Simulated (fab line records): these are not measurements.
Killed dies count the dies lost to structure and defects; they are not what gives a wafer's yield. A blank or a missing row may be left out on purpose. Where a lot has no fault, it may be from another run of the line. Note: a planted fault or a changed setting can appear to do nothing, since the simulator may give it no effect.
A lot that was struck, set against a sound lot || flow n5-finfet || 37 steps out of a route of 1938
Sound: the wafers L122.2, L122.4, L122.5. The struck wafers were L112.2, L112.3, L112.5. The cause is given at the end.
At each step with rows: each side's tool, then ch and its chambers, then its first start. Under that, the readings that differ: sound wafers || struck wafers || difference of the means || sigmas: that difference in standard deviations of wafers without a fault.
alike: words and numbers the same on both sides, and readings whose means are apart by under 2 such deviations; not compared: readings that were withheld, readings missing a value for some wafer, numbers with overlapping values and no deviation given by the record, and bounds like >300 which may hide the same value.
A row with sigmas, a row that says differs or no value, or rows on one side alone: a step with any of these is where the two part. Numbers that don't overlap but have no deviation are shown without sigmas and don't part them. Lack of a reading on every wafer of one side parts them only where that side has two or more wafers.

first, 9 steps without rows for these wafers: N5_BEOL_M4_ANNEAL_95 (time 240 s); N5_BEOL_M4_SPUTTER_96 (material Cu, target thk 4.5 nm, time 8.29 s); N5_BEOL_M4_ECD_50 (material Cu, target thk 300 nm); N5_BEOL_M4_ANNEAL_51 (time 90 s); N5_BEOL_M4_CMP_52 (polishes, stops on SiOC, t overpolish 6.8 s, target thk 40 nm); N5_BEOL_M4_PRE_CLEAN_60 (time 15 s); N5_BEOL_M4_CO_CAP_55 (material Co, precursor CCTBA/H2, target thk 2 nm, time 102.1 s); N5_BEOL_M4_PRE_CLEAN_56 (time 15 s); N5_BEOL_M4_DEP_57 (deposits SiCN from 3MS/NH3, target thk 8 nm, time 14 s).
N5_BEOL_M4_RC_MEAS_101:
  sound on prober-01 ch 0, day 12 10:13; struck on prober-02 ch 0, day 10 03:14
{"reading": "ION_N (uA/um)", "sound": "679 696 684", "struck": "663 659 666", "difference": -24, "sigmas": -2}
{"reading": "VT_N (mV)", "sound": "249 245 248", "struck": "255 252 254", "difference": "+6", "sigmas": "+2"}
  alike: DIBL_N, DIBL_P, IOFF_N, IOFF_P, ION_P, SS_N, SS_P, VT_P
then, 24 steps without rows for these wafers: N5_BEOL_M5_ILD_DEP_00 (deposits SiCOH lowk from DEMS/porogen, target thk 140.64 nm, time 25.9 s); N5_BEOL_M5_CURE_79 (cures SiCOH lowk, time 240 s); N5_BEOL_M5_PECVD_70 (deposits SiO2 from TEOS/O2, target thk 16 nm, time 18 s); N5_BEOL_M5_HM_DEP_02 (deposits TiN, target thk 20 nm); N5_BEOL_M5_COAT_59 (time 60 s, resist thk 60 nm); N5_BEOL_M5_COAT_60 (time 60 s, resist thk 12 nm); N5_BEOL_M5_COAT_71 (time 60 s, resist thk 5 nm); N5_BEOL_M5_COAT_05 (resist thk 30 nm); N5_BEOL_M5_EBR_07; N5_BEOL_M5_SOFTBAKE_06 (time 60 s); N5_BEOL_M5_EXPOSE_08 (exposes mask M5, target cd 28 nm); N5_BEOL_M5_PEB_09 (peb time 60 s); N5_BEOL_M5_DEVELOP_10 (develop time 30 s); N5_BEOL_M5_DESCUM_16 (chemistry O2, time 7 s); N5_BEOL_M5_ETCH_72 (etches underlayer in N2/H2, target depth 6.5 nm, time 5.2 s); N5_BEOL_M5_ETCH_61 (etches SiARC in CF4, target depth 15.6 nm, time 26 s); N5_BEOL_M5_ETCH_62 (etches SOC in N2/H2, target depth 75 nm, overetch 15 nm, time 112.5 s); N5_BEOL_M5_STRIP_63 (strips in N2/H2); N5_BEOL_M5_STRIP_73 (strips in N2/H2); N5_BEOL_M5_STRIP_64 (strips in CF4); N5_BEOL_M5_HM_OPEN_17 (chemistry Cl2/BCl3, target TiN, target depth 20 nm, overetch 6 nm); N5_BEOL_M5_STRIP_19 (strips in O2); N5_BEOL_M5_COAT_65 (time 60 s, resist thk 60 nm); N5_BEOL_M5_COAT_66 (time 60 s, resist thk 12 nm).
N5_BEOL_M7_ECD_50: material Cu, target thk 300 nm.
  sound on ecd-cu-02 ch 1, day 13 14:35; struck on ecd-cu-01 ch 0, day 11 05:04
N5_BEOL_M7_CMP_52: polishes, stops on SiCOH lowk, t overpolish 6.9 s, target thk 80 nm.
  sound on cmp-01 ch 2,3, day 13 15:50; struck on cmp-04 ch 0,2,3, day 11 05:30
{"reading": "time-to-endpoint-s (s)", "sound": "59 56 60", "struck": "3 4 4", "difference": -55, "sigmas": -16}
  alike: motor-current-A, platen-rpm
-- the record jumps here: 3 days lie between the struck wafers' starts before and after (it left off in module BEOL_M7 and takes up again in module PASSIVATION, whose first step shown is number 1936 of the route) --
N5_PASSIVATION_PROBE_49:
  rows exist in the record for the struck wafers here (prober-02, day 14 03:46), but not for the sound ones

WHERE THEY PART
Last at N5_PASSIVATION_PROBE_49 as far as this record goes, first at N5_BEOL_M4_RC_MEAS_101.

WHY: the cause the simulator had injected
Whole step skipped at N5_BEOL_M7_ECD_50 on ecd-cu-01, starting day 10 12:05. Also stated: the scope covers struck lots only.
